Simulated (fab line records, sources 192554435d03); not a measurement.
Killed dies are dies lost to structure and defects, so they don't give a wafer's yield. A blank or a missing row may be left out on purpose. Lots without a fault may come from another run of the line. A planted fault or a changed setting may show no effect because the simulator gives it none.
Which tool did it? | flow n5_finfet | 9 lots, 27 wafers sampled, at 1 step of a route of 1938

WHAT THE GAUGES READ, wafer by wafer
N5_BEOL_M4_RC_MEAS_101. Usual: DIBL_N 36.5 mV/V, standard deviation 1.8; DIBL_P 36.5 mV/V, standard deviation 2.1; IOFF_N 0.17 nA/um, standard deviation 0.031; IOFF_P 0.22 nA/um, standard deviation 0.036; ION_N 677 uA/um, standard deviation 11; ION_P 463 uA/um, standard deviation 8; SS_N 71.6 mV/dec, standard deviation 0.61; SS_P 73.3 mV/dec, standard deviation 0.63; VT_N 249 mV, standard deviation 3.1; VT_P -250 mV, standard deviation 3.3.
lot  | measured     | on        | DIBL_N (mV/V)  | DIBL_P (mV/V)  | IOFF_N (nA/um) | IOFF_P (nA/um) | ION_N (uA/um) | ION_P (uA/um) | SS_N (mV/dec)  | SS_P (mV/dec)  | VT_N (mV)   | VT_P (mV)      | flag
L165 | day 8 12:54  | prober-01 | 34.9 37.1 34.9 | 36.3 39.6 36.8 | 0.16 0.19 0.16 | 0.17 0.23 0.18 | 684 679 673   | 455 464 457   | 71.6 71.9 71.8 | 73.8 74.0 72.7 | 249 246 249 | -252 -251 -255 |
L167 | day 8 21:28  | prober-01 | 37.0 38.6 36.6 | 36.2 39.5 36.2 | 0.16 0.19 0.15 | 0.20 0.25 0.20 | 671 691 676   | 458 474 469   | 71.6 71.3 70.8 | 73.5 74.3 73.4 | 247 247 249 | -251 -247 -248 |
L168 | day 9 10:14  | prober-01 | 38.5 34.7 36.1 | 38.5 34.7 35.5 | 0.21 0.14 0.15 | 0.26 0.20 0.20 | 694 681 679   | 476 468 469   | 72.0 71.0 71.7 | 73.7 72.8 73.1 | 242 250 250 | -245 -248 -249 |
L169 | day 9 20:15  | prober-02 | 35.0 35.7 33.9 | 35.6 36.2 34.9 | 0.13 0.15 0.13 | 0.19 0.20 0.18 | 667 678 675   | 465 467 463   | 70.8 71.3 70.9 | 73.1 73.9 72.5 | 249 249 251 | -251 -253 -251 |
L177 | day 11 12:56 | prober-01 | 35.1 37.4 35.0 | 35.0 38.1 35.1 | 0.14 0.18 0.14 | 0.20 0.25 0.21 | 675 676 684   | 470 462 471   | 71.0 71.0 71.4 | 72.8 73.8 72.9 | 250 248 249 | -250 -248 -249 |
L178 | day 12 01:16 | prober-01 | 38.7 36.5 37.8 | 39.2 36.5 38.0 | 0.20 0.16 0.18 | 0.24 0.19 0.21 | 682 671 691   | 463 458 462   | 71.7 71.4 71.4 | 74.4 73.7 73.2 | 247 250 250 | -250 -252 -254 |
L179 | day 12 07:37 | prober-01 | 36.3 35.7 38.1 | 36.7 34.7 38.7 | 0.15 0.13 0.18 | 0.20 0.17 0.23 | 667 663 690   | 456 460 463   | 71.2 70.9 71.9 | 72.9 72.3 73.2 | 251 252 249 | -250 -252 -249 |
L181 | day 12 13:29 | prober-02 | 38.7 35.6 38.0 | 39.5 35.4 37.7 | 0.19 0.13 0.17 | 0.25 0.19 0.22 | 680 669 669   | 469 461 460   | 71.8 71.8 72.6 | 73.7 73.0 73.1 | 247 253 249 | -249 -252 -249 |
L186 | day 14 23:12 | prober-01 | 37.0 40.1 38.5 | 35.4 39.8 38.1 | 0.15 0.20 0.18 | 0.20 0.28 0.25 | 662 673 667   | 456 465 461   | 72.7 72.6 71.9 | 72.6 74.4 73.8 | 253 251 248 | -251 -245 -247 |

WHICH TOOL RAN EACH LOT (tool, then ch and the chambers of the sampled wafers, then the start)
The record holds no process step before these readings.

WHAT THE TOOLS THEMSELVES READ (means of the sampled wafers that have a number; where no wafer has one, the mark that the record gives instead)
The record holds no such reading with a usual standard deviation.

THE ANSWER, worked out from the rows above alone
Rule: a lot is off if the mean of its wafers that have a number lies more than 3 standard deviations from the usual mean. A lot without any number at a reading at which 4 lots or more have one is off too. The other lots that the step has rows for count as sound. The gauges are gone through in route order, then the tools' own readings, and for those a lot's mean is taken as printed above. The first step at which some lot is off is used, and at that step the reading that is off furthest; a lot without a number counts as furthest.
No lot is off at any reading shown: from this, nothing can be told.

WHAT THE SIMULATOR HAD PUT IN
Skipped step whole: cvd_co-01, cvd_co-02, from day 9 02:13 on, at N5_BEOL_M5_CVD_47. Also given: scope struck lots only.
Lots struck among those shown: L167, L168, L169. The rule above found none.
